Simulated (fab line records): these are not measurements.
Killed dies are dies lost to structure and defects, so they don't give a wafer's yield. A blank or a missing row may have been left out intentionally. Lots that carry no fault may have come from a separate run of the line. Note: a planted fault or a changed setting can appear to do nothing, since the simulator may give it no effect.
What tool caused it? || flow nandHarc || 72 wafers sampled from 24 lots at 1 step of a route of 1302

## WHAT EACH GAUGE READ, for each wafer
NHARC_A_WL_FILL_INSPECT_15.
{"lot": "L074", "measured": "day 21 14:27", "on": "defectInspect-01", "rawDefectCount": "382 219 219"}
{"lot": "L076", "measured": "day 21 14:28", "on": "defectInspect-02", "rawDefectCount": "552 469 441"}
{"lot": "L075", "measured": "day 21 23:10", "on": "defectInspect-01", "rawDefectCount": "415 431 354"}
{"lot": "L077", "measured": "day 22 04:42", "on": "defectInspect-01", "rawDefectCount": "299 311 421"}
{"lot": "L078", "measured": "day 22 14:55", "on": "defectInspect-01", "rawDefectCount": "654 526 551"}
{"lot": "L079", "measured": "day 23 07:13", "on": "defectInspect-02", "rawDefectCount": "666 560 532"}
{"lot": "L080", "measured": "day 23 13:25", "on": "defectInspect-01", "rawDefectCount": "309 427 577"}
{"lot": "L081", "measured": "day 24 09:26", "on": "defectInspect-02", "rawDefectCount": "613 491 512"}
{"lot": "L083", "measured": "day 25 01:19", "on": "defectInspect-02", "rawDefectCount": "401 469 640"}
{"lot": "L082", "measured": "day 25 01:19", "on": "defectInspect-01", "rawDefectCount": "294 344 314"}
{"lot": "L084", "measured": "day 25 19:04", "on": "defectInspect-01", "rawDefectCount": "410 509 624"}
{"lot": "L086", "measured": "day 25 19:05", "on": "defectInspect-02", "rawDefectCount": "282 319 324"}
{"lot": "L087", "measured": "day 26 03:52", "on": "defectInspect-01", "rawDefectCount": "365 419 509"}
{"lot": "L085", "measured": "day 26 03:53", "on": "defectInspect-02", "rawDefectCount": "450 492 270"}
{"lot": "L088", "measured": "day 27 03:07", "on": "defectInspect-02", "rawDefectCount": "463 453 564"}
{"lot": "L089", "measured": "day 27 06:46", "on": "defectInspect-01", "rawDefectCount": "609 417 445"}
{"lot": "L090", "measured": "day 27 13:34", "on": "defectInspect-01", "rawDefectCount": "358 347 584"}
{"lot": "L091", "measured": "day 28 12:21", "on": "defectInspect-02", "rawDefectCount": "532 705 526"}
{"lot": "L092", "measured": "day 28 12:22", "on": "defectInspect-01", "rawDefectCount": "371 413 339"}
{"lot": "L093", "measured": "day 28 18:56", "on": "defectInspect-01", "rawDefectCount": "431 537 508"}
{"lot": "L094", "measured": "day 29 02:04", "on": "defectInspect-01", "rawDefectCount": "437 324 406"}
{"lot": "L096", "measured": "day 29 20:59", "on": "defectInspect-01", "rawDefectCount": "403 476 363"}
{"lot": "L095", "measured": "day 29 23:22", "on": "defectInspect-01", "rawDefectCount": "502 375 424"}
{"lot": "L097", "measured": "day 30 15:54", "on": "defectInspect-02", "rawDefectCount": "419 446 412"}

## EACH LOT AND THE TOOL THAT RAN IT (in order: tool; ch and the chambers of the sampled wafers; start)
Before these readings, the record contains no process step.

## WHAT THE TOOLS THEMSELVES READ (means of the sampled wafers that have a number; where no wafer has one, the mark that the record gives instead)
The record holds no such reading with a usual standard deviation.

## THE ANSWER, worked out from the rows above alone
Rule: the usual values come from the lots themselves. The widest of any qualifying gaps counts: lots, ordered by their means at a reading, are off when they make up no more than a third of the lots, leave a main group of 4 or more, and stand apart from it by 3 or more times the standard deviation of that group's means. A main group is skipped when, at the precision printed for the reading in the tables above, its means are all equal. Also off: a lot with no number at a reading for which 4 or more lots have one. Any other lot the step has rows for is counted as sound. First the gauges in route order, then the tools' own readings, where a lot's mean is used as printed above. The first step at which some lot is off is used, and at that step the reading that is off furthest; a lot without a number counts as furthest.
None of the lots is off at any reading shown; this tells nothing.

## WHAT THE SIMULATOR PUT IN
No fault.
